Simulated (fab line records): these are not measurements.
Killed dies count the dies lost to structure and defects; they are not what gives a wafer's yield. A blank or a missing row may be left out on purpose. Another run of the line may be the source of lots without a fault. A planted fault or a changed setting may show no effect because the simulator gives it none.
What tool caused it? / flow nand harc / Sampling: 13 lots, 39 wafers, 5 of 1159 route steps

## WHAT THE GAUGES READ, wafer by wafer
NHARC_THIN_TSV_CD_MEAS_33: target cd 5000 nm. Usual: cd nm reads 5000.2 nm (standard deviation 1.5).
lot=L723; measured=day 19 02:52; on=cd sem-02; cd nm (nm)=5003.5 5003.8 5000.6; flag=
lot=L724; measured=day 19 08:05; on=cd sem-02; cd nm (nm)=4998.6 5000.4 4999.9; flag=
lot=L726; measured=day 19 06:30; on=cd sem-01; cd nm (nm)=4999.8 4999.8 4999.0; flag=
lot=L725; measured=day 19 05:16; on=cd sem-01; cd nm (nm)=5001.4 5002.1 5001.6; flag=
lot=L728; measured=day 19 23:22; on=cd sem-03; cd nm (nm)=5000.3 5000.4 5002.7; flag=
lot=L730; measured=day 20 07:02; on=cd sem-01; cd nm (nm)=4999.7 4997.8 4999.4; flag=
lot=L729; measured=day 21 01:55; on=cd sem-02; cd nm (nm)=5000.2 5002.0 4999.3; flag=
lot=L736; measured=day 21 12:46; on=cd sem-03; cd nm (nm)=5003.8 5000.7 5002.2; flag=
lot=L737; measured=day 21 23:49; on=cd sem-01; cd nm (nm)=5000.1 5001.4 5001.5; flag=
lot=L740; measured=day 23 03:51; on=cd sem-01; cd nm (nm)=5000.5 4998.7 4999.5; flag=
lot=L742; measured=day 23 12:36; on=cd sem-03; cd nm (nm)=5002.4 4998.8 4998.8; flag=
lot=L744; measured=day 23 21:38; on=cd sem-02; cd nm (nm)=5003.8 5002.4 5000.5; flag=
lot=L745; measured=day 25 00:17; on=cd sem-02; cd nm (nm)=4999.6 5000.4 5002.6; flag=

NHARC_END_SORT_01. Usual: killed at array 27, standard deviation 12; killed at other 0.8, standard deviation 1; killed at periphery 4.0, standard deviation 2.5; killed dies 32, standard deviation 11; killed open 3.3, standard deviation 1.8; killed short 2.0, standard deviation 1.5.
lot=L723; measured=day 19 12:32; on=prober-02; killed at array=24 18 14; killed at other=0 0 0; killed at periphery=7 3 5; killed dies=31 21 19; killed open=4 1 2; killed short=2 2 3; flag=
lot=L724; measured=day 20 04:19; on=prober-02; killed at array=13 13 11; killed at other=0 0 1; killed at periphery=3 7 6; killed dies=16 20 18; killed open=1 4 4; killed short=3 1 3; flag=
lot=L725; measured=day 19 22:02; on=prober-02; killed at array=19 14 31; killed at other=1 0 0; killed at periphery=1 8 2; killed dies=21 22 33; killed open=7 5 5; killed short=1 1 1; flag=
lot=L729; measured=day 21 09:24; on=prober-02; killed at array=103 142 128; killed at other=0 0 0; killed at periphery=2 1 1; killed dies=105 143 129; killed open=1 4 5; killed short=2 3 2; flag=OFF
lot=L736; measured=day 22 03:44; on=prober-01; killed at array=108 86 107; killed at other=0 0 0; killed at periphery=1 3 2; killed dies=109 89 109; killed open=1 3 3; killed short=1 2 0; flag=OFF
lot=L737; measured=day 22 09:38; on=prober-02; killed at array=40 46 32; killed at other=1 0 0; killed at periphery=5 4 7; killed dies=46 50 39; killed open=4 4 1; killed short=3 4 4; flag=
lot=L742; measured=day 23 21:43; on=prober-02; killed at array=23 18 26; killed at other=2 2 3; killed at periphery=4 5 3; killed dies=29 25 32; killed open=4 5 0; killed short=2 2 7; flag=
lot=L744; measured=day 24 08:23; on=prober-01; killed at array=26; killed at other=3; killed at periphery=1; killed dies=30; killed open=3; killed short=1; flag=

## WHICH TOOL RAN EACH LOT (tool, then ch and the chambers of the sampled wafers, then the start)
lot=L723; NHARC_A_BLC_ETCH_17=rie diel-01 ch 0,2,3, day 17 08:38; NHARC_THIN_TSV_DESCUM_14=rie diel-12 ch 0,2,3, day 18 21:03; NHARC_THIN_TSV_DEGAS_53=pvd sputter-02, day 19 01:41
lot=L724; NHARC_A_BLC_ETCH_17=rie diel-13 ch 1,2,3, day 17 15:16; NHARC_THIN_TSV_DESCUM_14=rie diel-12 ch 0,1,2, day 19 02:10; NHARC_THIN_TSV_DEGAS_53=pvd sputter-01, day 19 06:56
lot=L726; NHARC_A_BLC_ETCH_17=rie diel-13 ch 0,1, day 17 17:31; NHARC_THIN_TSV_DESCUM_14=rie diel-13 ch 1,2, day 19 00:46; NHARC_THIN_TSV_DEGAS_53=pvd sputter-01, day 19 05:22
lot=L725; NHARC_A_BLC_ETCH_17=rie diel-01 ch 0,1,2, day 17 18:18; NHARC_THIN_TSV_DESCUM_14=rie diel-11 ch 0,1,2, day 18 23:31; NHARC_THIN_TSV_DEGAS_53=pvd sputter-03, day 19 04:15
lot=L728; NHARC_A_BLC_ETCH_17=rie diel-13 ch 0,1, day 18 11:35; NHARC_THIN_TSV_DESCUM_14=rie diel-11 ch 2,3, day 19 17:43; NHARC_THIN_TSV_DEGAS_53=pvd sputter-01, day 19 22:21
lot=L730; NHARC_A_BLC_ETCH_17=rie diel-13 ch 0,1,3, day 18 20:07; NHARC_THIN_TSV_DESCUM_14=rie diel-12 ch 0,1,2, day 20 01:08; NHARC_THIN_TSV_DEGAS_53=pvd sputter-02, day 20 05:55
lot=L729; NHARC_A_BLC_ETCH_17=rie diel-13 ch 0,2,3, day 19 14:25; NHARC_THIN_TSV_DESCUM_14=rie diel-12 ch 0,2,3, day 20 20:16; NHARC_THIN_TSV_DEGAS_53=pvd sputter-01, day 21 00:53
lot=L736; NHARC_A_BLC_ETCH_17=rie diel-13 ch 0,2,3, day 20 06:23; NHARC_THIN_TSV_DESCUM_14=rie diel-12 ch 0,2,3, day 21 07:00; NHARC_THIN_TSV_DEGAS_53=pvd sputter-01, day 21 11:38
lot=L737; NHARC_A_BLC_ETCH_17=rie diel-01 ch 0,1,2, day 20 12:01; NHARC_THIN_TSV_DESCUM_14=rie diel-13 ch 0,1,2, day 21 18:03; NHARC_THIN_TSV_DEGAS_53=pvd sputter-02, day 21 22:41
lot=L740; NHARC_A_BLC_ETCH_17=rie diel-04 ch 0,1,3, day 21 12:42; NHARC_THIN_TSV_DESCUM_14=rie diel-13 ch 0,2,3, day 22 22:02; NHARC_THIN_TSV_DEGAS_53=pvd sputter-01, day 23 02:50
lot=L742; NHARC_A_BLC_ETCH_17=rie diel-01 ch 1,3, day 21 21:26; NHARC_THIN_TSV_DESCUM_14=rie diel-13 ch 1,2,3, day 23 06:49; NHARC_THIN_TSV_DEGAS_53=pvd sputter-02, day 23 11:26
lot=L744; NHARC_A_BLC_ETCH_17=rie diel-01 ch 0,1,3, day 22 09:07; NHARC_THIN_TSV_DESCUM_14=rie diel-12 ch 0,1,3, day 23 15:13; NHARC_THIN_TSV_DEGAS_53=pvd sputter-01, day 23 20:36
lot=L745; NHARC_A_BLC_ETCH_17=rie diel-13 ch 0,2,3, day 23 13:04; NHARC_THIN_TSV_DESCUM_14=rie diel-11 ch 1,2,3, day 24 18:32; NHARC_THIN_TSV_DEGAS_53=pvd sputter-01, day 24 23:08
- NHARC_A_BLC_ETCH_17: etches the open film in N2/H2, target depth 390 nm, time 609.38 s.
- NHARC_THIN_TSV_DESCUM_14: chemistry O2, time 3 s.
- NHARC_THIN_TSV_DEGAS_53: time 60 s.

## AS READ BY THE TOOLS THEMSELVES (means over the sampled wafers that have a number; for cases with no such wafer, the mark the record gives instead)
NHARC_A_BLC_ETCH_17. Usual: drypump motor current A 5.8 A, standard deviation 0.32; oes product au 0.999 a.u., standard deviation 0.01; rf vpp V 431.0 V, standard deviation 2.7; showerhead plenum p Torr 2.06 Torr, standard deviation 0.098; throttle valve pct 14.171 %, standard deviation 0.0089.
lot=L723; tool=rie diel-01; drypump motor current A (A)=5.5; oes product au (a.u.)=0.999; rf vpp V (V)=429.8; showerhead plenum p Torr (Torr)=2.03; throttle valve pct (%)=14.176; flag=
lot=L724; tool=rie diel-13; drypump motor current A (A)=5.9; oes product au (a.u.)=0.996; rf vpp V (V)=430.5; showerhead plenum p Torr (Torr)=2.05; throttle valve pct (%)=14.165; flag=
lot=L726; tool=rie diel-13; drypump motor current A (A)=6.0; oes product au (a.u.)=1.006; rf vpp V (V)=429.3; showerhead plenum p Torr (Torr)=2.01; throttle valve pct (%)=14.169; flag=
lot=L725; tool=rie diel-01; drypump motor current A (A)=5.7; oes product au (a.u.)=1.005; rf vpp V (V)=430.3; showerhead plenum p Torr (Torr)=2.03; throttle valve pct (%)=14.177; flag=
lot=L728; tool=rie diel-13; drypump motor current A (A)=5.9; oes product au (a.u.)=0.994; rf vpp V (V)=429.4; showerhead plenum p Torr (Torr)=2.01; throttle valve pct (%)=14.173; flag=
lot=L730; tool=rie diel-13; drypump motor current A (A)=5.8; oes product au (a.u.)=1.000; rf vpp V (V)=430.8; showerhead plenum p Torr (Torr)=2.06; throttle valve pct (%)=14.180; flag=
lot=L729; tool=rie diel-13; drypump motor current A (A)=5.8; oes product au (a.u.)=0.992; rf vpp V (V)=433.2; showerhead plenum p Torr (Torr)=2.12; throttle valve pct (%)=14.178; flag=
lot=L736; tool=rie diel-13; drypump motor current A (A)=5.9; oes product au (a.u.)=0.999; rf vpp V (V)=432.7; showerhead plenum p Torr (Torr)=2.12; throttle valve pct (%)=14.163; flag=
lot=L737; tool=rie diel-01; drypump motor current A (A)=5.7; oes product au (a.u.)=0.998; rf vpp V (V)=429.7; showerhead plenum p Torr (Torr)=2.03; throttle valve pct (%)=14.165; flag=
lot=L740; tool=rie diel-04; drypump motor current A (A)=6.0; oes product au (a.u.)=1.015; rf vpp V (V)=429.5; showerhead plenum p Torr (Torr)=2.01; throttle valve pct (%)=14.159; flag=
lot=L742; tool=rie diel-01; drypump motor current A (A)=5.9; oes product au (a.u.)=0.990; rf vpp V (V)=433.6; showerhead plenum p Torr (Torr)=2.17; throttle valve pct (%)=14.174; flag=
lot=L744; tool=rie diel-01; drypump motor current A (A)=5.8; oes product au (a.u.)=0.994; rf vpp V (V)=431.8; showerhead plenum p Torr (Torr)=2.11; throttle valve pct (%)=14.169; flag=
lot=L745; tool=rie diel-13; drypump motor current A (A)=5.8; oes product au (a.u.)=1.006; rf vpp V (V)=432.5; showerhead plenum p Torr (Torr)=2.12; throttle valve pct (%)=14.171; flag=

NHARC_THIN_TSV_DESCUM_14. Usual: drypump motor current A 5.6 A, standard deviation 0.38; oes product au 0.999 a.u., standard deviation 0.01; rf vpp V 57.6 V, standard deviation 0.95; showerhead plenum p Torr 1.88 Torr, standard deviation 0.081; throttle valve pct 11.312 %, standard deviation 0.0098.
lot=L723; tool=rie diel-12; drypump motor current A (A)=5.7; oes product au (a.u.)=0.994; rf vpp V (V)=57.7; showerhead plenum p Torr (Torr)=1.87; throttle valve pct (%)=11.318; flag=
lot=L724; tool=rie diel-12; drypump motor current A (A)=5.7; oes product au (a.u.)=0.995; rf vpp V (V)=56.3; showerhead plenum p Torr (Torr)=1.84; throttle valve pct (%)=11.304; flag=
lot=L726; tool=rie diel-13; drypump motor current A (A)=6.1; oes product au (a.u.)=0.999; rf vpp V (V)=57.8; showerhead plenum p Torr (Torr)=1.93; throttle valve pct (%)=11.322; flag=
lot=L725; tool=rie diel-11; drypump motor current A (A)=5.3; oes product au (a.u.)=1.000; rf vpp V (V)=57.3; showerhead plenum p Torr (Torr)=1.89; throttle valve pct (%)=11.319; flag=
lot=L728; tool=rie diel-11; drypump motor current A (A)=5.9; oes product au (a.u.)=0.987; rf vpp V (V)=58.3; showerhead plenum p Torr (Torr)=1.85; throttle valve pct (%)=11.308; flag=
lot=L730; tool=rie diel-12; drypump motor current A (A)=5.7; oes product au (a.u.)=1.001; rf vpp V (V)=57.4; showerhead plenum p Torr (Torr)=1.84; throttle valve pct (%)=11.300; flag=
lot=L729; tool=rie diel-12; drypump motor current A (A)=5.7; oes product au (a.u.)=0.997; rf vpp V (V)=57.3; showerhead plenum p Torr (Torr)=1.86; throttle valve pct (%)=11.322; flag=
lot=L736; tool=rie diel-12; drypump motor current A (A)=5.7; oes product au (a.u.)=0.993; rf vpp V (V)=57.3; showerhead plenum p Torr (Torr)=1.86; throttle valve pct (%)=11.311; flag=
lot=L737; tool=rie diel-13; drypump motor current A (A)=6.0; oes product au (a.u.)=0.997; rf vpp V (V)=56.7; showerhead plenum p Torr (Torr)=1.94; throttle valve pct (%)=11.312; flag=
lot=L740; tool=rie diel-13; drypump motor current A (A)=5.8; oes product au (a.u.)=0.994; rf vpp V (V)=58.6; showerhead plenum p Torr (Torr)=1.98; throttle valve pct (%)=11.297; flag=
lot=L742; tool=rie diel-13; drypump motor current A (A)=5.9; oes product au (a.u.)=0.999; rf vpp V (V)=57.4; showerhead plenum p Torr (Torr)=1.91; throttle valve pct (%)=11.315; flag=
lot=L744; tool=rie diel-12; drypump motor current A (A)=5.7; oes product au (a.u.)=0.983; rf vpp V (V)=57.7; showerhead plenum p Torr (Torr)=1.82; throttle valve pct (%)=11.315; flag=
lot=L745; tool=rie diel-11; drypump motor current A (A)=5.6; oes product au (a.u.)=1.004; rf vpp V (V)=57.9; showerhead plenum p Torr (Torr)=1.93; throttle valve pct (%)=11.314; flag=

NHARC_THIN_TSV_DEGAS_53. Usual: heater power w 471 W, standard deviation 46; susceptor temp C 300.00 C, standard deviation 0.19.
lot=L723; tool=pvd sputter-02; heater power w (W)=462; susceptor temp C (C)=300.07; flag=
lot=L724; tool=pvd sputter-01; heater power w (W)=490; susceptor temp C (C)=300.05; flag=
lot=L726; tool=pvd sputter-01; heater power w (W)=502; susceptor temp C (C)=299.85; flag=
lot=L725; tool=pvd sputter-03; heater power w (W)=464; susceptor temp C (C)=300.14; flag=
lot=L728; tool=pvd sputter-01; heater power w (W)=511; susceptor temp C (C)=299.96; flag=
lot=L730; tool=pvd sputter-02; heater power w (W)=468; susceptor temp C (C)=300.05; flag=
lot=L729; tool=pvd sputter-01; heater power w (W)=495; susceptor temp C (C)=300.13; flag=
lot=L736; tool=pvd sputter-01; heater power w (W)=516; susceptor temp C (C)=299.65; flag=
lot=L737; tool=pvd sputter-02; heater power w (W)=473; susceptor temp C (C)=-; flag=OFF
lot=L740; tool=pvd sputter-01; heater power w (W)=507; susceptor temp C (C)=300.02; flag=
lot=L742; tool=pvd sputter-02; heater power w (W)=468; susceptor temp C (C)=300.03; flag=
lot=L744; tool=pvd sputter-01; heater power w (W)=499; susceptor temp C (C)=300.17; flag=
lot=L745; tool=pvd sputter-01; heater power w (W)=508; susceptor temp C (C)=300.22; flag=

## THE ANSWER, worked out from the rows above alone
Rule: lot off if the mean of its wafers having a number is beyond 3 standard deviations from the usual mean. A lot without any number at a reading at which 4 lots or more have one is off too. Where the step has rows for the other lots, those lots are counted as sound. First the gauges in route order, then the tools' own readings, where a lot's mean is used as printed above. The first step at which some lot is off is used, and at that step the reading that is off furthest; a lot without a number counts as furthest.
Off at NHARC_END_SORT_01 (killed dies): L729, L736. Neither off nor sound, because the step has no rows for them: L726, L728, L730, L740, L745.
A tool fits if, at a process step before that reading, it ran every lot that is off, and no sound lot after the first of them. Gauges at NHARC_END_SORT_01: tried the same way as those tools. One fits: NHARC_A_BLC_ETCH_17 on rie diel-13. Its last sound lot is L724 (day 17 15:16), its first lot that is off L729 (day 19 14:25): a fault that began between those two fits.

## WHAT HAD BEEN PUT IN BY THE SIMULATOR
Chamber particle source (rie diel-13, NHARC_A_BLC_ETCH_17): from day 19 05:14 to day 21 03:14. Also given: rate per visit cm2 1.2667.
Struck lots among those shown: L729, L736. The rule above found the same.
